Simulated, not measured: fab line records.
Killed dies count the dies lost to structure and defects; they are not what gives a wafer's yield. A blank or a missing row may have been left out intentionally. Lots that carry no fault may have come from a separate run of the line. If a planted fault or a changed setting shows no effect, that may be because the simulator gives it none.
Chamber matching | flow n5 finfet | N5_BEOL_M0_STRIP_142 on rie diel-03: 4 sister chambers
The step strips in N2/H2, time 10 s. 16 wafers are shown with their chamber, then 8 later ones without.

## WAFERS WITH THEIR CHAMBER
wafer  | chamber | throttle valve pct (%) | drypump motor current A (A) | oes product au (a.u.)
L074.1 | 2       | 23.58                  | 5.7                         | 0.93
L074.4 | 1       | 24.15                  | 5.5                         | 0.70
L074.6 | 3       | 23.71                  | 5.3                         | 0.73
L079.4 | 2       | 23.58                  | 5.7                         | 0.90
L079.5 | 0       | 23.51                  | 5.4                         | 0.98
L079.6 | 3       | 23.72                  | 5.3                         | 0.72
L080.1 | 2       | 23.60                  | 5.7                         | 0.89
L080.5 | 0       | 23.52                  | 5.4                         | 0.96
L080.6 | 3       | 23.72                  | 5.3                         | 0.71
L082.1 | 0       | 23.53                  | 5.4                         | 0.95
L082.2 | 3       | 23.73                  | 5.2                         | 0.70
L082.3 | 2       | 23.60                  | 5.7                         | 0.89
L083.2 | 2       | 23.60                  | 5.7                         | 0.90
L083.4 | 3       | 23.75                  | 5.3                         | 0.70
L083.5 | 2       | 23.61                  | 5.7                         | 0.89
L094.3 | 3       | 23.76                  | 5.2                         | 0.69

SIGNATURES, as means of the wafers listed above
reading                 | chamber 0 | chamber 1 | chamber 2 | chamber 3 | scatter within a chamber
throttle valve pct      | 23.5200   | 24.1500   | 23.5950   | 23.7317   | 0.0154
drypump motor current A | 5.400     | 5.500     | 5.700     | 5.267     | 0.0333
oes product au          | 0.9633    | 0.7000    | 0.9000    | 0.7083    | 0.0151
Rule: for each reading, subtract the chamber's mean from the wafer's reading, divide by that reading's scatter and square the result; add these up over the readings and take the root, which gives the wafer's distance from the chamber. The wafer belongs to the nearest chamber; if the next one is less than 2 further off, it can't be placed. The scatter is the square root of a quotient: the sum, over the shown wafers, of each reading's squared deviation from its chamber's mean, divided by wafers minus chambers.

## WAFERS MISSING THEIR CHAMBER
wafer  | throttle valve pct (%) | drypump motor current A (A) | oes product au (a.u.)
L094.5 | 23.55                  | 5.4                         | 0.90
L094.6 | 23.78                  | 5.3                         | 0.68
L095.1 | 23.83                  | 5.5                         | 0.91
L095.2 | 23.77                  | 5.3                         | 0.68
L095.3 | 23.64                  | 5.7                         | 0.85
L096.1 | 23.83                  | 5.6                         | 0.91
L096.3 | 23.56                  | 5.4                         | 0.89
L096.4 | 23.64                  | 5.7                         | 0.85

## CHAMBER TAKEN BY EACH
wafer  | from the rows above     | in truth
L094.5 | 0                       | 0
L094.6 | 3                       | 3
L095.1 | can't be placed: 3 or 2 | 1
L095.2 | 3                       | 3
L095.3 | 2                       | 2
L096.1 | 2                       | 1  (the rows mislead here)
L096.3 | 0                       | 0
L096.4 | 2                       | 2
6 of 8 placed correctly. Unplaceable from these rows: 1, with the true chamber sitting among the candidates in 0. Placed wrongly: 1.
